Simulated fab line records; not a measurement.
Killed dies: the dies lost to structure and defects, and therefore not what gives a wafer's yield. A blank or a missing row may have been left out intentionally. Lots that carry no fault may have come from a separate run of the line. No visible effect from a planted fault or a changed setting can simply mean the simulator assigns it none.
A struck lot beside a sound one | flow n5Finfet | 13 out of 1938 route steps
Sound: these wafers, L221.2, L221.3, L221.5. The struck wafers were L228.4, L228.5, L228.6. The cause is given at the end.
For every step that has rows: the tool of each side, followed by ch and its chambers, followed by its first start. Under that, the readings that differ: sound wafers | struck wafers | difference of the means | sigmas: that difference in standard deviations of wafers without a fault.
alike: readings whose means differ by less than 2 such deviations, and words and numbers that are the same on both sides. not compared: withheld readings, readings that some wafer has no value for, bounds like >300 that may hide the same value, and numbers for which the record gives no deviation and whose values overlap.
Wherever a step has rows on one side only, a row that says differs or no value, or a row with sigmas, the two part there. Numbers that don't overlap but have no deviation are shown without sigmas and don't part them. Lack of a reading on every wafer of one side parts them only where that side has two or more wafers.

first, 1 step without rows for these wafers: N5_SD_EPI_P_SRD_25 (time 30 s).
N5_SD_EPI_P_INSPECT_26: inspects for defects (darkfield).
  sound on defectInspect-02 at day 4 05:08; struck on defectInspect-02 at day 6 04:21
  alike: rawDefectCount
N5_SD_ACTIVATION_RTA_00: time 0 s.
  sound on rtpAnneal-02 ch 0, day 4 05:12; struck on rtpAnneal-01 ch 0, day 6 04:28
  alike: lampPowerPct, wafer_temp_C_max
N5_SD_ACTIVATION_LSA_01: time 0.0008 s.
  sound on laserAnneal-02 ch 0, day 4 05:24; struck on laserAnneal-02 ch 0, day 6 04:40
  alike: wafer_temp_C_max
N5_SD_ACTIVATION_INSPECT_02: inspects for defects (darkfield).
  sound on defectInspect-02 at day 4 05:54; struck on defectInspect-01 at day 6 05:06
  alike: rawDefectCount
N5_ILD0_LINER_00: material SiNx, target thk 4 nm, pulse time 1 s, purge time 2 s.
  sound on aldSin-02 ch 0,1,3, day 4 05:56; struck on aldSin-04 ch 2,3, day 6 05:08
  alike: heaterPowerW, precursorPulseHeightRel
then, 2 steps without rows for these wafers: N5_ILD0_FCVD_FILL_01 (material SiO2 flowable, target thk 200 nm, time 328.3 s); N5_ILD0_CURE_02 (time 1800 s).
N5_ILD0_CMP_03: polishes, stops on SiNx, t overpolish 1.9 s, target thk 197.38 nm.
  sound on cmp-04 ch 1,2, day 4 08:22; struck on cmp-04 ch 0,1,3, day 6 07:37
  alike: headPressurePsi, motorCurrentA, overpolishRunS, slurryFilterDpKPa, timeToEndpointS
N5_ILD0_THK_MEAS_04:
  sound on filmMetro-01 at day 4 08:37; struck on filmMetro-01 at day 6 07:48
  alike: thkNm
N5_ILD0_CMP_07: polishes SiO2 flowable, stops on poly-Si, t overpolish 1.18 s, target thk 138.88 nm.
  sound on cmp-02 ch 1,3, day 4 08:41; struck on cmp-02 ch 0,1,3, day 6 07:54
reading               | sound             | struck            | difference | sigmas
headPressurePsi (psi) | 4.137 4.136 4.151 | 4.293 4.307 4.290 | +0.155     | +16
  alike: motorCurrentA, slurryFilterDpKPa
N5_ILD0_THK_MEAS_08:
  sound on filmMetro-02 at day 4 08:56; struck on filmMetro-02 at day 6 08:07
  alike: thkNm
-- the record jumps here: 9 days lie between the struck wafers' starts before and after (it left off in module ILD0 and takes up again in module PASSIVATION, whose first step shown is number 1936 of the route) --
N5_PASSIVATION_PROBE_49:
  record: rows for the struck wafers here (prober-02, day 15 19:05), none for the sound ones

== WHERE THEY PART ==
First at N5_ILD0_CMP_07; last, within this record, at N5_PASSIVATION_PROBE_49.

WHY: whatever the simulator had introduced
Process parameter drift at N5_ILD0_CMP_07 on cmp-02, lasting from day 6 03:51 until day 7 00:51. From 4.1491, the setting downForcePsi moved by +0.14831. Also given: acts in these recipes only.
